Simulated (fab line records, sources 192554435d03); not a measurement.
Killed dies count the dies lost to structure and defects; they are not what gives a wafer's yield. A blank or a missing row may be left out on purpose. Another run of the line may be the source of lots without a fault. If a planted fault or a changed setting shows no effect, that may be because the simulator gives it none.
fab line records / flow n5_finfet
[record] lots = 7 wafers = 21
route steps=1938 shown PASSIVATION@1930
start_h: the number of hours between the record's first day and the start of the first shown wafer of the lot / wait_h: how many hours have passed since the lot's step before this one / " unchanged from the row above / L1.1+2: one row covering several wafers at once / - no value present, or no start provided / * or withheld: withheld / < > ~ a bound
route shown NAME@n: NAME is a module with steps in the file, n the number in the route of the first one / usual: the fault-free wafers' mean and standard deviation / same: alike in all rows / chamber/n: place in a boat / sites: the reading at each site / _std_site: the values' standard deviation / _edge_site: outer sites' mean less inner sites' / radius_mm: how far each site lies from the wafer's centre / mask NAME#n: copy n / behind: the most recent tool/chamber to have shaped the wafer / hold: why the lot was held/for how many hours/how that ended / device: the transistor (n, p or np) that didn't switch / end of line: tests of these same wafers at the route's end / a step without rows: its recipe alone / killed: dies that structure and defects cost at the first sort, which is not the same as the wafer's yield / map: a wafer's dies, x killed, . not, _ none there
set.NAME: setting as actually run; set.NAME@STEP: the setting as run at that earlier step / model.NAME: the simulator's own value behind a step, which no gauge read
lots with deliberately changed settings; one table per step, one row per wafer
[[steps]]
[step N5_PASSIVATION_ETCH_54]
[recipe] chemistry = CHF3/O2 target = SiO2 target_depth_a = 8800 CHF3_flow_sccm = 50 O2_flow_sccm = 5 Ar_flow_sccm = 200 time_s = 440 mask_material = PR pressure_mtorr = 30 source_w = 650 bias_w = 170 ion_energy_ev = 200
[usual] rf_vpp_V = 523/8.9
lot.wafer=L075.1 tool=rie_diel-01 chamber=1 start_h=299.51 wait_h=0.1 set.bias_w=170 rf_vpp_V=514 model.etch.depth_nm=895.1 model.PASSIVATION.feature_depth_nm=895.2
lot.wafer=L075.3 tool=rie_diel-01 chamber=2 start_h=299.51 wait_h=0.1 set.bias_w=170 rf_vpp_V=527 model.etch.depth_nm=903.1 model.PASSIVATION.feature_depth_nm=903.2
lot.wafer=L075.4 tool=rie_diel-01 chamber=3 start_h=299.51 wait_h=0.1 set.bias_w=170 rf_vpp_V=533 model.etch.depth_nm=903.9 model.PASSIVATION.feature_depth_nm=904
lot.wafer=L081.1 tool=rie_diel-03 chamber=0 start_h=327.27 wait_h=0.1 set.bias_w=140.3 rf_vpp_V=454 model.etch.depth_nm=823.4 model.PASSIVATION.feature_depth_nm=823.4
lot.wafer=L081.2 tool=rie_diel-03 chamber=2 start_h=327.27 wait_h=0.1 set.bias_w=170 rf_vpp_V=513 model.etch.depth_nm=897.1 model.PASSIVATION.feature_depth_nm=897
lot.wafer=L081.6 tool=rie_diel-03 chamber=2 start_h=327.27 wait_h=0.1 set.bias_w=170 rf_vpp_V=514 model.etch.depth_nm=898.1 model.PASSIVATION.feature_depth_nm=898
lot.wafer=L086.3 tool=rie_diel-06 chamber=2 start_h=361.67 wait_h=0.1 set.bias_w=179 rf_vpp_V=532 model.etch.depth_nm=910.6 model.PASSIVATION.feature_depth_nm=910.6
lot.wafer=L086.5 tool=rie_diel-06 chamber=0 start_h=361.67 wait_h=0.1 set.bias_w=170 rf_vpp_V=540 model.etch.depth_nm=862.9 model.PASSIVATION.feature_depth_nm=863
lot.wafer=L086.6 tool=rie_diel-06 chamber=3 start_h=361.67 wait_h=0.1 set.bias_w=179 rf_vpp_V=538 model.etch.depth_nm=882.2 model.PASSIVATION.feature_depth_nm=882.2
lot.wafer=L090.1 tool=rie_diel-01 chamber=1 start_h=382.47 wait_h=0.1 set.bias_w=170 rf_vpp_V=511 model.etch.depth_nm=886.6 model.PASSIVATION.feature_depth_nm=886.6
lot.wafer=L090.3 tool=rie_diel-01 chamber=2 start_h=382.47 wait_h=0.1 set.bias_w=170 rf_vpp_V=527 model.etch.depth_nm=895.9 model.PASSIVATION.feature_depth_nm=896
lot.wafer=L090.6 tool=rie_diel-01 chamber=2 start_h=382.47 wait_h=0.1 set.bias_w=170 rf_vpp_V=526 model.etch.depth_nm=894.5 model.PASSIVATION.feature_depth_nm=894.4
lot.wafer=L094.1 tool=rie_diel-06 chamber=2 start_h=408.67 wait_h=0.1 set.bias_w=195.9 rf_vpp_V=571 model.etch.depth_nm=942.6 model.PASSIVATION.feature_depth_nm=942.6
lot.wafer=L094.3 tool=rie_diel-06 chamber=1 start_h=408.67 wait_h=0.1 set.bias_w=170 rf_vpp_V=541 model.etch.depth_nm=897.9 model.PASSIVATION.feature_depth_nm=897.8
lot.wafer=L094.5 tool=rie_diel-06 chamber=0 start_h=408.67 wait_h=0.1 set.bias_w=195.9 rf_vpp_V=606 model.etch.depth_nm=916 model.PASSIVATION.feature_depth_nm=916
lot.wafer=L095.1 tool=rie_diel-01 chamber=0 start_h=415.17 wait_h=0.1 set.bias_w=170 rf_vpp_V=524 model.etch.depth_nm=867.2 model.PASSIVATION.feature_depth_nm=867.2
lot.wafer=L095.2 tool=rie_diel-01 chamber=1 start_h=415.17 wait_h=0.1 set.bias_w=170 rf_vpp_V=513 model.etch.depth_nm=887.5 model.PASSIVATION.feature_depth_nm=887.4
lot.wafer=L095.4 tool=rie_diel-01 chamber=3 start_h=415.17 wait_h=0.1 set.bias_w=170 rf_vpp_V=531 model.etch.depth_nm=886 model.PASSIVATION.feature_depth_nm=886
lot.wafer=L097.3 tool=rie_diel-03 chamber=0 start_h=427.15 wait_h=0.1 set.bias_w=170 rf_vpp_V=531 model.etch.depth_nm=876.3 model.PASSIVATION.feature_depth_nm=876.4
lot.wafer=L097.4 tool=rie_diel-03 chamber=1 start_h=427.15 wait_h=0.1 set.bias_w=145.9 rf_vpp_V=463 model.etch.depth_nm=848.7 model.PASSIVATION.feature_depth_nm=848.6
lot.wafer=L097.6 tool=rie_diel-03 chamber=2 start_h=427.15 wait_h=0.1 set.bias_w=170 rf_vpp_V=513 model.etch.depth_nm=895.3 model.PASSIVATION.feature_depth_nm=895.4
[step N5_PASSIVATION_STRIP_48]
[recipe] chemistry = O2 power_w = 600 temp_c = 60 pressure_mtorr = 30 rf_frequency_hz = 6e+07 bias_power_w = 0 overash_fraction = 0.5 o2_flow_sccm = 225
[step N5_PASSIVATION_STRIP_52]
[recipe] chemistry = post_etch_residue_remover time_s = 1200 temp_c = 72.5
[step N5_PASSIVATION_SRD_72]
[recipe] dry = ipa_marangoni time_s = 30 temp_c = 23 rinse_liquid = diw
[step N5_PASSIVATION_ANNEAL_56]
[recipe] temp_c = 400 time_s = 1800 ambient = FGA idle_temp_c = 300 ramp_up_c_per_min = 5 ramp_down_c_per_min = 3
[step N5_PASSIVATION_PROBE_49]
[usual] defect_limited_yield = 91.4/1.5 killed_at_M0_to_M3 = 34/10 killed_at_M4_up = 15/6 killed_at_contacts = 12/6 killed_at_front_end = 37/11 killed_at_other = 3.3/2.8 killed_dies = 101/18 killed_open = 66/14 killed_short = 33/7.8 sort_bin_5_function = 5.0/0.97 sort_bin_6_memory = 3.2/0.72 sort_n_pass = 1079/18 sort_yield_pct = 91.4/1.5
[same] gross_dies = 1180 killed_at_back_side = 0 sort_bin_4_leakage[%] = 0 sort_bin_8_speed[%] = 0
lot.wafer=L075.1 tool=prober-02 chamber=- start_h=302.29 wait_h=0.0 set.bias_w@PASSIVATION_ETCH_54=170 defect_limited_yield[%]=0 killed_at_M0_to_M3=32 killed_at_M4_up=1087 killed_at_contacts=19 killed_at_front_end=40 killed_at_other=2 killed_dies=1180 killed_open=64 killed_short=36 sort_bin_5_function[%]=58.8 sort_bin_6_memory[%]=3.5 sort_n_pass=0 sort_yield_pct[%]=0
lot.wafer=L075.3 tool=prober-02 chamber=- start_h=302.39 wait_h=0.1 set.bias_w@PASSIVATION_ETCH_54=170 defect_limited_yield[%]=90.7 killed_at_M0_to_M3=25 killed_at_M4_up=18 killed_at_contacts=22 killed_at_front_end=38 killed_at_other=7 killed_dies=110 killed_open=68 killed_short=33 sort_bin_5_function[%]=5.2 sort_bin_6_memory[%]=3.5 sort_n_pass=1070 sort_yield_pct[%]=90.7
lot.wafer=L075.4 tool=prober-02 chamber=- start_h=302.44 wait_h=0.2 set.bias_w@PASSIVATION_ETCH_54=170 defect_limited_yield[%]=91.4 killed_at_M0_to_M3=23 killed_at_M4_up=10 killed_at_contacts=15 killed_at_front_end=47 killed_at_other=6 killed_dies=101 killed_open=62 killed_short=38 sort_bin_5_function[%]=4.6 sort_bin_6_memory[%]=3.6 sort_n_pass=1079 sort_yield_pct[%]=91.4
lot.wafer=L081.1 tool=prober-02 chamber=- start_h=330.86 wait_h=0.0 set.bias_w@PASSIVATION_ETCH_54=140.3 defect_limited_yield[%]=0.1 killed_at_M0_to_M3=27 killed_at_M4_up=23 killed_at_contacts=16 killed_at_front_end=35 killed_at_other=1078 killed_dies=1179 killed_open=76 killed_short=23 sort_bin_5_function[%]=95.8 sort_bin_6_memory[%]=3.9 sort_n_pass=1 sort_yield_pct[%]=0.1
lot.wafer=L081.2 tool=prober-02 chamber=- start_h=330.91 wait_h=0.1 set.bias_w@PASSIVATION_ETCH_54=170 defect_limited_yield[%]=91.5 killed_at_M0_to_M3=34 killed_at_M4_up=21 killed_at_contacts=18 killed_at_front_end=26 killed_at_other=1 killed_dies=100 killed_open=52 killed_short=28 sort_bin_5_function[%]=5.6 sort_bin_6_memory[%]=2.5 sort_n_pass=1080 sort_yield_pct[%]=91.5
lot.wafer=L081.6 tool=prober-02 chamber=- start_h=331.11 wait_h=0.3 set.bias_w@PASSIVATION_ETCH_54=170 defect_limited_yield[%]=92.8 killed_at_M0_to_M3=25 killed_at_M4_up=14 killed_at_contacts=18 killed_at_front_end=26 killed_at_other=2 killed_dies=85 killed_open=55 killed_short=18 sort_bin_5_function[%]=4.7 sort_bin_6_memory[%]=2.3 sort_n_pass=1095 sort_yield_pct[%]=92.8
lot.wafer=L086.3 tool=prober-02 chamber=- start_h=365.93 wait_h=0.1 set.bias_w@PASSIVATION_ETCH_54=179 defect_limited_yield[%]=92.0 killed_at_M0_to_M3=37 killed_at_M4_up=17 killed_at_contacts=5 killed_at_front_end=35 killed_at_other=0 killed_dies=94 killed_open=57 killed_short=36 sort_bin_5_function[%]=4.4 sort_bin_6_memory[%]=3.2 sort_n_pass=1086 sort_yield_pct[%]=92.0
lot.wafer=L086.5 tool=prober-02 chamber=- start_h=366.03 wait_h=0.2 set.bias_w@PASSIVATION_ETCH_54=170 defect_limited_yield[%]=0.5 killed_at_M0_to_M3=1067 killed_at_M4_up=7 killed_at_contacts=7 killed_at_front_end=39 killed_at_other=54 killed_dies=1174 killed_open=47 killed_short=23 sort_bin_5_function[%]=97.5 sort_bin_6_memory[%]=1.9 sort_n_pass=6 sort_yield_pct[%]=0.5
lot.wafer=L086.6 tool=prober-02 chamber=- start_h=366.08 wait_h=0.3 set.bias_w@PASSIVATION_ETCH_54=179 defect_limited_yield[%]=0 killed_at_M0_to_M3=1082 killed_at_M4_up=28 killed_at_contacts=8 killed_at_front_end=61 killed_at_other=1 killed_dies=1180 killed_open=73 killed_short=51 sort_bin_5_function[%]=95.8 sort_bin_6_memory[%]=3.3 sort_n_pass=0 sort_yield_pct[%]=0
lot.wafer=L090.1 tool=prober-01 chamber=- start_h=385.66 wait_h=0.0 set.bias_w@PASSIVATION_ETCH_54=170 defect_limited_yield[%]=0.2 killed_at_M0_to_M3=22 killed_at_M4_up=1109 killed_at_contacts=6 killed_at_front_end=37 killed_at_other=4 killed_dies=1178 killed_open=52 killed_short=20 sort_bin_5_function[%]=70.8 sort_bin_6_memory[%]=3.9 sort_n_pass=2 sort_yield_pct[%]=0.2
lot.wafer=L090.3 tool=prober-01 chamber=- start_h=385.76 wait_h=0.1 set.bias_w@PASSIVATION_ETCH_54=170 defect_limited_yield[%]=93.9 killed_at_M0_to_M3=19 killed_at_M4_up=13 killed_at_contacts=12 killed_at_front_end=26 killed_at_other=2 killed_dies=72 killed_open=47 killed_short=25 sort_bin_5_function[%]=3.0 sort_bin_6_memory[%]=3.1 sort_n_pass=1108 sort_yield_pct[%]=93.9
lot.wafer=L090.6 tool=prober-01 chamber=- start_h=385.91 wait_h=0.3 set.bias_w@PASSIVATION_ETCH_54=170 defect_limited_yield[%]=0.3 killed_at_M0_to_M3=15 killed_at_M4_up=1117 killed_at_contacts=9 killed_at_front_end=35 killed_at_other=0 killed_dies=1176 killed_open=47 killed_short=24 sort_bin_5_function[%]=70.2 sort_bin_6_memory[%]=4.4 sort_n_pass=4 sort_yield_pct[%]=0.3
lot.wafer=L094.1 tool=prober-02 chamber=- start_h=411.45 wait_h=0.0 set.bias_w@PASSIVATION_ETCH_54=195.9 defect_limited_yield[%]=79.7 killed_at_M0_to_M3=108 killed_at_M4_up=52 killed_at_contacts=29 killed_at_front_end=48 killed_at_other=3 killed_dies=240 killed_open=54 killed_short=37 sort_bin_5_function[%]=14.6 sort_bin_6_memory[%]=4.2 sort_n_pass=940 sort_yield_pct[%]=79.7
lot.wafer=L094.3 tool=prober-02 chamber=- start_h=411.55 wait_h=0.1 set.bias_w@PASSIVATION_ETCH_54=170 defect_limited_yield[%]=83.3 killed_at_M0_to_M3=126 killed_at_M4_up=12 killed_at_contacts=29 killed_at_front_end=28 killed_at_other=2 killed_dies=197 killed_open=68 killed_short=29 sort_bin_5_function[%]=13.1 sort_bin_6_memory[%]=3.6 sort_n_pass=983 sort_yield_pct[%]=83.3
lot.wafer=L094.5 tool=prober-02 chamber=- start_h=411.65 wait_h=0.2 set.bias_w@PASSIVATION_ETCH_54=195.9 defect_limited_yield[%]=85.2 killed_at_M0_to_M3=98 killed_at_M4_up=16 killed_at_contacts=9 killed_at_front_end=51 killed_at_other=1 killed_dies=175 killed_open=61 killed_short=31 sort_bin_5_function[%]=11.1 sort_bin_6_memory[%]=3.6 sort_n_pass=1005 sort_yield_pct[%]=85.2
lot.wafer=L095.1 tool=prober-02 chamber=- start_h=417.95 wait_h=0.0 set.bias_w@PASSIVATION_ETCH_54=170 defect_limited_yield[%]=94.6 killed_at_M0_to_M3=27 killed_at_M4_up=7 killed_at_contacts=4 killed_at_front_end=24 killed_at_other=2 killed_dies=64 killed_open=39 killed_short=25 sort_bin_5_function[%]=3.1 sort_bin_6_memory[%]=2.1 sort_n_pass=1116 sort_yield_pct[%]=94.6
lot.wafer=L095.2 tool=prober-02 chamber=- start_h=418.00 wait_h=0.1 set.bias_w@PASSIVATION_ETCH_54=170 defect_limited_yield[%]=90.7 killed_at_M0_to_M3=38 killed_at_M4_up=23 killed_at_contacts=7 killed_at_front_end=32 killed_at_other=10 killed_dies=110 killed_open=76 killed_short=34 sort_bin_5_function[%]=5.3 sort_bin_6_memory[%]=3.7 sort_n_pass=1070 sort_yield_pct[%]=90.7
lot.wafer=L095.4 tool=prober-02 chamber=- start_h=418.10 wait_h=0.2 set.bias_w@PASSIVATION_ETCH_54=170 defect_limited_yield[%]=92.6 killed_at_M0_to_M3=41 killed_at_M4_up=12 killed_at_contacts=4 killed_at_front_end=28 killed_at_other=2 killed_dies=87 killed_open=47 killed_short=40 sort_bin_5_function[%]=4.2 sort_bin_6_memory[%]=3.0 sort_n_pass=1093 sort_yield_pct[%]=92.6
lot.wafer=L097.3 tool=prober-01 chamber=- start_h=430.05 wait_h=0.1 set.bias_w@PASSIVATION_ETCH_54=170 defect_limited_yield[%]=91.9 killed_at_M0_to_M3=24 killed_at_M4_up=28 killed_at_contacts=6 killed_at_front_end=32 killed_at_other=5 killed_dies=95 killed_open=69 killed_short=24 sort_bin_5_function[%]=5.2 sort_bin_6_memory[%]=2.6 sort_n_pass=1085 sort_yield_pct[%]=91.9
lot.wafer=L097.4 tool=prober-01 chamber=- start_h=430.10 wait_h=0.2 set.bias_w@PASSIVATION_ETCH_54=145.9 defect_limited_yield[%]=90.5 killed_at_M0_to_M3=20 killed_at_M4_up=12 killed_at_contacts=15 killed_at_front_end=61 killed_at_other=4 killed_dies=112 killed_open=77 killed_short=26 sort_bin_5_function[%]=5.6 sort_bin_6_memory[%]=3.1 sort_n_pass=1068 sort_yield_pct[%]=90.5
lot.wafer=L097.6 tool=prober-01 chamber=- start_h=430.20 wait_h=0.3 set.bias_w@PASSIVATION_ETCH_54=170 defect_limited_yield[%]=91.9 killed_at_M0_to_M3=17 killed_at_M4_up=22 killed_at_contacts=15 killed_at_front_end=38 killed_at_other=3 killed_dies=95 killed_open=62 killed_short=32 sort_bin_5_function[%]=4.5 sort_bin_6_memory[%]=3.1 sort_n_pass=1085 sort_yield_pct[%]=91.9
// killed by level:class
L075.1 BEOL_M4:area_expose=1079 MOL_CONTACT_COAG:geometric_particle:open=12 BEOL_M0_SAQP:geometric_particle:short=9 FIN_SAQP:geometric_particle:open=8 STI_FIN_REVEAL:geometric_particle:open=7 MOL_CONTACT_COAG:geometric_particle:short=7 BEOL_M0_SAQP:geometric_particle:open=6 SPACER0:geometric_particle:open=5
L075.3 MOL_CONTACT_COAG:geometric_particle:open=18 FIN_SAQP:geometric_particle:open=9 BEOL_M3:geometric_particle:open=6 BEOL_M0_SAQP:geometric_particle:short=5 HKMG_FIN:area_etch=5 FIN_SAQP:geometric_particle:short=4 STI_FIN_REVEAL:geometric_particle:open=4 DUMMY_GATE:geometric_particle:open=4
L075.4 MOL_CONTACT_COAG:geometric_particle:open=14 FIN_SAQP:geometric_particle:open=8 STI_FIN_REVEAL:geometric_particle:open=8 FIN_SAQP:geometric_particle:short=7 GATE_CUT:geometric_particle:short=6 BEOL_M0_SAQP:geometric_particle:short=6 SPACER0:geometric_particle:short=5 BEOL_M4:geometric_particle:open=5
L081.1 PASSIVATION:area_etch=1077 MOL_CONTACT_COAG:geometric_particle:open=15 DUMMY_GATE:geometric_particle:open=10 BEOL_M4:geometric_particle:open=10 GATE_CUT:geometric_particle:short=5 BEOL_M0_SAQP:geometric_particle:short=5 BEOL_M2:geometric_particle:open=5 FIN_SAQP:geometric_particle:open=4
L081.2 MOL_CONTACT_COAG:geometric_particle:open=16 BEOL_M0_SAQP:area_ald=11 BEOL_M0_SAQP:geometric_particle:open=7 BEOL_M4:area_expose=6 FIN_SAQP:geometric_particle:short=5 BEOL_M0_SAQP:geometric_particle:short=5 BEOL_M5:geometric_particle:short=5 BEOL_M1:geometric_particle:open=4
L081.6 MOL_CONTACT_COAG:geometric_particle:open=14 BEOL_M0_SAQP:area_ald=9 STI_FIN_REVEAL:geometric_particle:open=7 BEOL_M4:geometric_particle:open=6 DUMMY_GATE:geometric_particle:open=4 MOL_CONTACT_COAG:geometric_particle:short=4 BEOL_M2:geometric_particle:open=4 GATE_CUT:geometric_particle:short=3
L086.3 BEOL_M4:geometric_particle:open=10 FIN_SAQP:geometric_particle:short=9 BEOL_M0_SAQP:geometric_particle:open=8 BEOL_M3:geometric_particle:open=7 BEOL_M0:geometric_particle:open=5 DUMMY_GATE:geometric_particle:short=4 DUMMY_GATE:geometric_particle:open=4 BEOL_M0_SAQP:geometric_particle:short=4
L086.5 BEOL_M0_SAQP:area_ald=1049 PASSIVATION:area_etch=54 FIN_SAQP:geometric_particle:open=11 GATE_CUT:geometric_particle:short=5 BEOL_M0:geometric_particle:open=5 GATE_CUT:geometric_particle:open=4 MOL_CONTACT_COAG:geometric_particle:short=4 BEOL_M0_SAQP:geometric_particle:open=4
L086.6 BEOL_M0_SAQP:area_ald=1037 BEOL_M4:area_expose=18 FIN_SAQP:geometric_particle:open=13 BEOL_M0_SAQP:geometric_particle:short=13 BEOL_M0_SAQP:geometric_particle:open=12 FIN_SAQP:geometric_particle:short=10 DUMMY_GATE:geometric_particle:open=9 GATE_CUT:geometric_particle:short=9
L090.1 BEOL_M4:area_expose=1098 HKMG_FIN:area_etch=8 FIN_SAQP:geometric_particle:open=6 BEOL_M0_SAQP:geometric_particle:open=6 BEOL_M0_SAQP:geometric_particle:short=6 STI_FIN_REVEAL:geometric_particle:open=5 DUMMY_GATE:geometric_particle:open=5 MOL_CONTACT_COAG:geometric_particle:open=4
L090.3 MOL_CONTACT_COAG:geometric_particle:open=8 STI_FIN_REVEAL:geometric_particle:open=7 BEOL_M0_SAQP:geometric_particle:open=6 FIN_SAQP:geometric_particle:short=5 FIN_SAQP:geometric_particle:open=4 MOL_CONTACT_COAG:geometric_particle:short=4 STI_FIN_REVEAL:geometric_particle:short=3 BEOL_M0:geometric_particle:open=3
L090.6 BEOL_M4:area_expose=1105 GATE_CUT:geometric_particle:open=9 MOL_CONTACT_COAG:geometric_particle:open=7 BEOL_M0_SAQP:geometric_particle:short=4 DUMMY_GATE:geometric_particle:open=4 BEOL_M0_SAQP:geometric_particle:open=4 BEOL_M4:geometric_particle:open=4 FIN_SAQP:geometric_particle:short=3
L094.1 BEOL_M0_SAQP:area_ald=82 BEOL_M4:area_expose=41 MOL_CONTACT_COAG:area_expose=19 BEOL_M2:geometric_particle:open=9 DUMMY_GATE:geometric_particle:open=8 FIN_SAQP:geometric_particle:short=7 STI_FIN_REVEAL:geometric_particle:short=7 MOL_CONTACT_COAG:geometric_particle:open=7
L094.3 BEOL_M0_SAQP:area_ald=83 MOL_CONTACT_COAG:area_expose=14 MOL_CONTACT_COAG:geometric_particle:open=12 BEOL_M2:geometric_particle:open=11 STI_FIN_REVEAL:geometric_particle:open=10 BEOL_M0_SAQP:geometric_particle:short=8 BEOL_M0_SAQP:geometric_particle:open=7 GATE_CUT:geometric_particle:short=6
L094.5 BEOL_M0_SAQP:area_ald=79 FIN_SAQP:geometric_particle:short=16 BEOL_M2:geometric_particle:open=11 FIN_SAQP:geometric_particle:open=6 GATE_CUT:geometric_particle:short=6 DUMMY_GATE:geometric_particle:open=6 MOL_CONTACT_COAG:geometric_particle:open=6 BEOL_M4:geometric_particle:open=5
L095.1 DUMMY_GATE:geometric_particle:open=8 BEOL_M2:geometric_particle:open=7 BEOL_M0_SAQP:geometric_particle:short=6 BEOL_M0_SAQP:geometric_particle:open=5 STI_FIN_REVEAL:geometric_particle:open=4 FIN_SAQP:geometric_particle:short=3 MOL_CONTACT_COAG:geometric_particle:open=3 BEOL_M4:geometric_particle:open=3
L095.2 BEOL_M1:geometric_particle:open=11 BEOL_M4:geometric_particle:open=11 FIN_SAQP:geometric_particle:open=10 FIN_SAQP:geometric_particle:short=6 BEOL_M3:geometric_particle:open=6 MOL_CONTACT_COAG:geometric_particle:open=6 BEOL_M2:geometric_particle:open=6 BEOL_M0_SAQP:geometric_particle:short=5
L095.4 BEOL_M0_SAQP:geometric_particle:short=18 BEOL_M0_SAQP:geometric_particle:open=17 FIN_SAQP:geometric_particle:open=8 GATE_CUT:geometric_particle:short=6 MOL_CONTACT_COAG:geometric_particle:open=4 BEOL_M4:geometric_particle:short=4 STARTING-WAFER:geometric_particle:short=4 DUMMY_GATE:geometric_particle:open=3
L097.3 BEOL_M4:geometric_particle:open=18 BEOL_M2:geometric_particle:open=8 FIN_SAQP:geometric_particle:open=7 BEOL_M3:geometric_particle:open=7 BEOL_M4:geometric_particle:short=5 FIN_SAQP:geometric_particle:short=4 MOL_CONTACT_COAG:geometric_particle:open=4 STI_FIN_REVEAL:geometric_particle:open=3
L097.4 STI_FIN_REVEAL:geometric_particle:open=20 MOL_CONTACT_COAG:geometric_particle:open=11 FIN_SAQP:geometric_particle:open=10 HKMG_FIN:area_etch=7 BEOL_M4:geometric_particle:open=6 GATE_CUT:geometric_particle:short=5 BEOL_M1:geometric_particle:open=5 FIN_SAQP:geometric_particle:short=4
L097.6 BEOL_M4:geometric_particle:open=11 FIN_SAQP:geometric_particle:open=10 MOL_CONTACT_COAG:geometric_particle:open=9 GATE_CUT:geometric_particle:short=8 MOL_CONTACT_COAG:geometric_particle:short=6 BEOL_M3:geometric_particle:open=5 FIN_SAQP:geometric_particle:short=4 BEOL_M2:geometric_particle:open=4
[[key]]
[split] step = N5_PASSIVATION_ETCH_54 setting = bias_w stated = 170 by = wafer
[response] step = N5_PASSIVATION_ETCH_54 reading = rf_vpp_V change = +3.36 per = 1% r = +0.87
[response] step = N5_PASSIVATION_ETCH_54 reading = model.etch.depth_nm change = +3.24 per = 1% r = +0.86
[response] step = N5_PASSIVATION_ETCH_54 reading = model.PASSIVATION.feature_depth_nm change = +3.24 per = 1% r = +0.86
[response] step = N5_PASSIVATION_PROBE_49 reading = killed_at_other shape = bent at_lowest = 1078 at_stated = 6.8 at_highest = 2
